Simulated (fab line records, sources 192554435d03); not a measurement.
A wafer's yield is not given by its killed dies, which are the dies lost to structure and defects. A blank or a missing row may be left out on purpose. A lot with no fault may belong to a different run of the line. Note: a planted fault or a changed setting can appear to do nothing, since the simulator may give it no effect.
Split-lot trial :: flow n5Finfet :: 21 wafers read from 7 lots, route of 1938 steps

ON THE SPLIT
At N5_BEOL_M10_PEB_26 (peb time 60 s), the setting pebTimeS was moved away from the recipe's 60 s on 7 of the 21 wafers read, by -17.9% to +21.5%. This setting was run at the recipe's value on the other wafers.

BETWEEN THE SPLIT AND THE READING: the file shows 1 step in between
- N5_BEOL_M10_DEVELOP_27: develop time 30 s

THE READING
cdNm (nm) at N5_BEOL_M10_CD_MEAS_28, where the cd target is 70 nm. Fault-free wafers of this fab line usually give 70.1 nm, standard deviation 0.85 nm.

wafer: L075.2
tool, chamber at the split: lithoTrack-01, 0
pebTimeS as run, s: 60
against the recipe: recipe
cdNm, nm: 68.6
against lot-mates on the recipe: -

wafer: L075.3
tool, chamber at the split: lithoTrack-01, 0
pebTimeS as run, s: 60
against the recipe: recipe
cdNm, nm: 70.0
against lot-mates on the recipe: -

wafer: L075.4
tool, chamber at the split: lithoTrack-01, 0
pebTimeS as run, s: 60
against the recipe: recipe
cdNm, nm: 68.3
against lot-mates on the recipe: -

wafer: L080.1
tool, chamber at the split: lithoTrack-03, 0
pebTimeS as run, s: 60
against the recipe: recipe
cdNm, nm: 69.5
against lot-mates on the recipe: -

wafer: L080.2
tool, chamber at the split: lithoTrack-03, 0
pebTimeS as run, s: 55.2
against the recipe: -8.0%
cdNm, nm: 65.8
against lot-mates on the recipe: -3.0

wafer: L080.6
tool, chamber at the split: lithoTrack-03, 0
pebTimeS as run, s: 60
against the recipe: recipe
cdNm, nm: 68.1
against lot-mates on the recipe: -

wafer: L084.1
tool, chamber at the split: lithoTrack-02, 0
pebTimeS as run, s: 50.84
against the recipe: -15.3%
cdNm, nm: 62.2
against lot-mates on the recipe: -7.3

wafer: L084.2
tool, chamber at the split: lithoTrack-02, 0
pebTimeS as run, s: 60
against the recipe: recipe
cdNm, nm: 69.5
against lot-mates on the recipe: -

wafer: L084.6
tool, chamber at the split: lithoTrack-02, 0
pebTimeS as run, s: 50.84
against the recipe: -15.3%
cdNm, nm: 61.2
against lot-mates on the recipe: -8.3

wafer: L085.1
tool, chamber at the split: lithoTrack-02, 0
pebTimeS as run, s: 60
against the recipe: recipe
cdNm, nm: 70.4
against lot-mates on the recipe: -

wafer: L085.3
tool, chamber at the split: lithoTrack-02, 0
pebTimeS as run, s: 60
against the recipe: recipe
cdNm, nm: 70.0
against lot-mates on the recipe: -

wafer: L085.4
tool, chamber at the split: lithoTrack-02, 0
pebTimeS as run, s: 60
against the recipe: recipe
cdNm, nm: 70.1
against lot-mates on the recipe: -

wafer: L088.1
tool, chamber at the split: lithoTrack-03, 0
pebTimeS as run, s: 60
against the recipe: recipe
cdNm, nm: 71.6
against lot-mates on the recipe: -

wafer: L088.2
tool, chamber at the split: lithoTrack-03, 0
pebTimeS as run, s: 60
against the recipe: recipe
cdNm, nm: 70.7
against lot-mates on the recipe: -

wafer: L088.3
tool, chamber at the split: lithoTrack-03, 0
pebTimeS as run, s: 60
against the recipe: recipe
cdNm, nm: 70.2
against lot-mates on the recipe: -

wafer: L092.2
tool, chamber at the split: lithoTrack-01, 0
pebTimeS as run, s: 72.91
against the recipe: +21.5%
cdNm, nm: 78.9
against lot-mates on the recipe: no lot-mate on the recipe

wafer: L092.4
tool, chamber at the split: lithoTrack-01, 0
pebTimeS as run, s: 72.91
against the recipe: +21.5%
cdNm, nm: 77.9
against lot-mates on the recipe: no lot-mate on the recipe

wafer: L092.6
tool, chamber at the split: lithoTrack-01, 0
pebTimeS as run, s: 72.91
against the recipe: +21.5%
cdNm, nm: 78.2
against lot-mates on the recipe: no lot-mate on the recipe

wafer: L091.2
tool, chamber at the split: lithoTrack-03, 0
pebTimeS as run, s: 60
against the recipe: recipe
cdNm, nm: 71.2
against lot-mates on the recipe: -

wafer: L091.3
tool, chamber at the split: lithoTrack-03, 0
pebTimeS as run, s: 49.25
against the recipe: -17.9%
cdNm, nm: 61.1
against lot-mates on the recipe: -9.7

wafer: L091.4
tool, chamber at the split: lithoTrack-03, 0
pebTimeS as run, s: 60
against the recipe: recipe
cdNm, nm: 70.5
against lot-mates on the recipe: -

THE FIT
A straight line over all 21 wafers: cdNm changes by +0.441 nm for each +1% of pebTimeS; r = +0.98; the points scatter about the line by 1 nm.
The same after taking each lot's own level away (the mean of its wafers on the recipe; 18 wafers): +0.516 nm for each +1%; r = +0.98; scatter 0.61 nm.
According to that fit, moving pebTimeS by its largest amount changes the reading by 11 nm.
Across the lots, their own levels run from 68.80 to 70.85 nm, a range of 2.4 times the standard deviation given above.
In other words, the slope is changed by the lot-to-lot level; the two fits disagree.
Check: with one of the wafers moved furthest among these (-17.9%) left out of the fit, the line predicts -8.87 nm for it against its lot-mates. Against them it came out at -9.75 nm.

FURTHER SPLITS ON THESE WAFERS
Note: prior to the reading, these wafers also went through further splits. Each is held against what the fit with the lots' levels taken away leaves over:
other split on the same wafers: N5_BEOL_M9_EXPOSE_08 doseMj
wafers away from the commonest value: 10
r with cdNm (lot level and that fit taken away): -0.10

FILE'S OWN FIT
cdNm changes by +0.516 nm for each +1% of pebTimeS, r = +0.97.
